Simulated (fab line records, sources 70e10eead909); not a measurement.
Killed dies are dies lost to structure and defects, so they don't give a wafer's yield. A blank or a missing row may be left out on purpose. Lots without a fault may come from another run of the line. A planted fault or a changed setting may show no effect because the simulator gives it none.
Chamber matching | flow nand_harc | NHARC_A_DECK1_JOINT_ETCHBACK_07 on rie_si-05: 4 sister chambers
The step etches the open film in HBr, target depth 105 nm, time 26.9 s. 14 wafers are shown with their chamber, then 7 later ones without.

WAFERS WITH THEIR CHAMBER
wafer  | chamber | drypump_motor_current_A (A) | oes_product_au (a.u.) | throttle_valve_pct (%)
L505.3 | 0       | 5.5                         | 1.007                 | 23.272
L505.4 | 2       | 6.0                         | 0.997                 | 23.268
L505.5 | 1       | 6.1                         | 1.013                 | 23.275
L506.1 | 3       | 6.5                         | 0.999                 | 23.274
L506.2 | 0       | 5.5                         | 0.992                 | 23.262
L506.4 | 1       | 6.1                         | 0.996                 | 23.273
L509.1 | 1       | 6.1                         | 0.995                 | 23.262
L509.2 | 2       | 6.1                         | 0.998                 | 23.259
L509.6 | 0       | 5.5                         | 0.997                 | 23.270
L511.2 | 2       | 6.0                         | 1.000                 | 23.269
L511.3 | 3       | 6.5                         | 1.002                 | 23.261
L511.6 | 1       | 6.1                         | 1.005                 | 23.270
L514.4 | 0       | 5.5                         | 1.007                 | 23.270
L514.5 | 0       | 5.5                         | 1.006                 | 23.262

SIGNATURES (means of the wafers above)
reading                 | chamber 0 | chamber 1 | chamber 2 | chamber 3 | scatter within a chamber
drypump_motor_current_A | 5.500     | 6.100     | 6.033     | 6.500     | 0.0258
oes_product_au          | 1.00180   | 1.00225   | 0.99833   | 1.00050   | 0.00644
throttle_valve_pct      | 23.26720  | 23.27000  | 23.26533  | 23.26750  | 0.0058
Rule: a wafer's distance from a chamber is the root of the sum, over the readings, of the square of ((its reading less the chamber's mean) divided by the reading's scatter). The wafer belongs to the nearest chamber; if the next one is less than 2 further off, it can't be placed. The scatter: the root of (the sum of the squares of (reading less its chamber's mean) over the shown wafers, divided by (wafers less chambers)).

WAFERS WITHOUT THEIR CHAMBER
wafer  | drypump_motor_current_A (A) | oes_product_au (a.u.) | throttle_valve_pct (%)
L514.6 | 6.1                         | 1.006                 | 23.264
L518.3 | 5.5                         | 0.992                 | 23.274
L518.4 | 6.1                         | 1.003                 | 23.262
L518.6 | 6.5                         | 1.003                 | 23.257
L527.1 | 6.1                         | 1.007                 | 23.256
L527.5 | 5.5                         | 1.003                 | 23.260
L527.6 | 6.1                         | 0.996                 | 23.254

WHICH CHAMBER EACH WENT THROUGH
wafer  | from the rows above     | in truth
L514.6 | can't be placed: 1 or 2 | 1
L518.3 | 0                       | 0
L518.4 | can't be placed: 1 or 2 | 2
L518.6 | 3                       | 3
L527.1 | can't be placed: 1 or 2 | 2
L527.5 | 0                       | 0
L527.6 | can't be placed: 1 or 2 | 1
Placed correctly: 3 of 7. Can't be placed from these rows: 4 (the true chamber is among the candidates in 4). Placed wrongly: 0.
